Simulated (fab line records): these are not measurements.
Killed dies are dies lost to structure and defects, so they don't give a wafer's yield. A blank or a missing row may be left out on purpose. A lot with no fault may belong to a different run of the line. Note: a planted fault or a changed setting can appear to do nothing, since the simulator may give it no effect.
Split-lot study / flow n5-finfet / route with 1938 steps; 7 lots, 21 wafers read

## THE SPLIT ITSELF
At N5_BEOL_M0_SAQP_EXPOSE_37 (exposes mask M0 CUT1, target cd 30 nm), the setting dose-mj was moved away from the recipe's 44.75 on 5 of the 21 wafers read, by -6.7% to +4.1%. This setting was run at the recipe's value on the other wafers.

## FROM THE SPLIT TO THE READING: what the file shows between them, 2 steps
- N5_BEOL_M0_SAQP_PEB_38: peb time 60 s
- N5_BEOL_M0_SAQP_DEVELOP_39: develop time 30 s

## THE READING
cd-nm at N5_BEOL_M0_SAQP_CD_MEAS_40, given in nm (cd target 30 nm). A value of 30.04 nm with a standard deviation of 0.27 nm is what fault-free wafers of this fab line usually give.

wafer=L077.1; tool, chamber at the split=euv-scanner-02, 0; dose-mj as run=44.75; against the recipe=recipe; cd-nm, nm=30.12; against lot-mates on the recipe=-
wafer=L077.2; tool, chamber at the split=euv-scanner-02, 0; dose-mj as run=44.75; against the recipe=recipe; cd-nm, nm=29.86; against lot-mates on the recipe=-
wafer=L077.3; tool, chamber at the split=euv-scanner-02, 0; dose-mj as run=41.77; against the recipe=-6.7%; cd-nm, nm=28.81; against lot-mates on the recipe=-1.18
wafer=L081.1; tool, chamber at the split=euv-scanner-01, 0; dose-mj as run=46.6; against the recipe=+4.1%; cd-nm, nm=30.78; against lot-mates on the recipe=+0.90
wafer=L081.4; tool, chamber at the split=euv-scanner-01, 0; dose-mj as run=44.75; against the recipe=recipe; cd-nm, nm=30.02; against lot-mates on the recipe=-
wafer=L081.5; tool, chamber at the split=euv-scanner-01, 0; dose-mj as run=44.75; against the recipe=recipe; cd-nm, nm=29.74; against lot-mates on the recipe=-
wafer=L084.4; tool, chamber at the split=euv-scanner-02, 0; dose-mj as run=44.75; against the recipe=recipe; cd-nm, nm=30.15; against lot-mates on the recipe=-
wafer=L084.5; tool, chamber at the split=euv-scanner-02, 0; dose-mj as run=44.75; against the recipe=recipe; cd-nm, nm=30.10; against lot-mates on the recipe=-
wafer=L084.6; tool, chamber at the split=euv-scanner-02, 0; dose-mj as run=44.75; against the recipe=recipe; cd-nm, nm=29.82; against lot-mates on the recipe=-
wafer=L086.1; tool, chamber at the split=euv-scanner-02, 0; dose-mj as run=44.75; against the recipe=recipe; cd-nm, nm=29.96; against lot-mates on the recipe=-
wafer=L086.3; tool, chamber at the split=euv-scanner-02, 0; dose-mj as run=43.45; against the recipe=-2.9%; cd-nm, nm=29.41; against lot-mates on the recipe=-0.55
wafer=L086.5; tool, chamber at the split=euv-scanner-02, 0; dose-mj as run=43.45; against the recipe=-2.9%; cd-nm, nm=29.41; against lot-mates on the recipe=-0.55
wafer=L088.4; tool, chamber at the split=euv-scanner-01, 0; dose-mj as run=44.75; against the recipe=recipe; cd-nm, nm=29.61; against lot-mates on the recipe=-
wafer=L088.5; tool, chamber at the split=euv-scanner-01, 0; dose-mj as run=44.75; against the recipe=recipe; cd-nm, nm=30.21; against lot-mates on the recipe=-
wafer=L088.6; tool, chamber at the split=euv-scanner-01, 0; dose-mj as run=44.75; against the recipe=recipe; cd-nm, nm=30.24; against lot-mates on the recipe=-
wafer=L091.1; tool, chamber at the split=euv-scanner-01, 0; dose-mj as run=44.75; against the recipe=recipe; cd-nm, nm=29.69; against lot-mates on the recipe=-
wafer=L091.2; tool, chamber at the split=euv-scanner-01, 0; dose-mj as run=44.75; against the recipe=recipe; cd-nm, nm=29.73; against lot-mates on the recipe=-
wafer=L091.5; tool, chamber at the split=euv-scanner-01, 0; dose-mj as run=44.75; against the recipe=recipe; cd-nm, nm=30.02; against lot-mates on the recipe=-
wafer=L094.1; tool, chamber at the split=euv-scanner-02, 0; dose-mj as run=44.75; against the recipe=recipe; cd-nm, nm=30.03; against lot-mates on the recipe=-
wafer=L094.3; tool, chamber at the split=euv-scanner-02, 0; dose-mj as run=45.7; against the recipe=+2.1%; cd-nm, nm=30.50; against lot-mates on the recipe=+0.36
wafer=L094.5; tool, chamber at the split=euv-scanner-02, 0; dose-mj as run=44.75; against the recipe=recipe; cd-nm, nm=30.25; against lot-mates on the recipe=-

FIT RESULTS
A straight line over all 21 wafers: cd-nm changes by +0.187 nm for each +1% of dose-mj; r = +0.90; the points scatter about the line by 0.19 nm.
The same after taking each lot's own level away (the mean of its wafers on the recipe; 21 wafers): +0.188 nm for each +1%; r = +0.92; scatter 0.16 nm.
The reading moves by 1.3 nm for the largest change in dose-mj, on that fit.
The lots' own levels span 29.813 to 30.140 nm, that is 1.2 times the standard deviation above.
The two slopes are in agreement: the lot-to-lot level therefore moves the slope only a little.
Check: for one of the wafers moved furthest among these (-6.7%), held out of the fit, the line's prediction against its lot-mates is -1.33 nm. It came out at -1.18 nm against them.

## OTHER SPLITS APPLIED TO THESE WAFERS
Before the reading, these wafers also passed through other splits. Each is held against what the fit with the lots' levels taken away leaves over:
other split on the same wafers=N5_GATE_CUT_COAT_27 spin-rpm; wafers away from the commonest value=4; r with cd-nm (lot level and that fit taken away)=+0.09
other split on the same wafers=N5_GATE_CUT_DESCUM_18 time-s; wafers away from the commonest value=9; r with cd-nm (lot level and that fit taken away)=-0.53
other split on the same wafers=N5_MOL_CONTACT_COAG_COAT_64 spin-rpm; wafers away from the commonest value=6; r with cd-nm (lot level and that fit taken away)=+0.38
other split on the same wafers=N5_BEOL_M0_SAQP_PECVD_04 time-s; wafers away from the commonest value=6; r with cd-nm (lot level and that fit taken away)=+0.17
other split on the same wafers=N5_BEOL_M0_SAQP_DEVELOP_13 develop-time-s; wafers away from the commonest value=5; r with cd-nm (lot level and that fit taken away)=+0.01

## THE WHOLE CHAIN: every reading that the file lists as answering this split, in the file's order
step=N5_BEOL_M0_SAQP_CD_MEAS_40; what it does=target cd 30 nm; reading=cd-nm; change (the file's fit)=+0.187 nm for each +1% of the setting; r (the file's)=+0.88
step=N5_BEOL_M0_SAQP_DESCUM_45; what it does=chemistry O2, time 7 s; reading=BEOL_M0_SAQP.cd-nm (the simulator's own value, which no gauge read); change (the file's fit)=+0.196 nm for each +1% of the setting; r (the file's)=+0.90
step=N5_BEOL_M0_SAQP_ETCH_88; what it does=etches underlayer in N2/H2, target depth 6.5 nm, time 5.2 s; reading=BEOL_M0_SAQP.cd-nm (the simulator's own value, which no gauge read); change (the file's fit)=+0.187 nm for each +1% of the setting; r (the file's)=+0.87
step=N5_BEOL_M0_SAQP_CUT_ETCH_46; what it does=etches SOC in N2/H2, target depth 135 nm, overetch 27 nm, time 202.5 s; reading=BEOL_M0_SAQP.cd-nm (the simulator's own value, which no gauge read); change (the file's fit)=+0.275 nm for each +1% of the setting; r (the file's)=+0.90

## FILE'S OWN FIT
cd-nm changes by +0.187 nm for each +1% of dose-mj, r = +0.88.
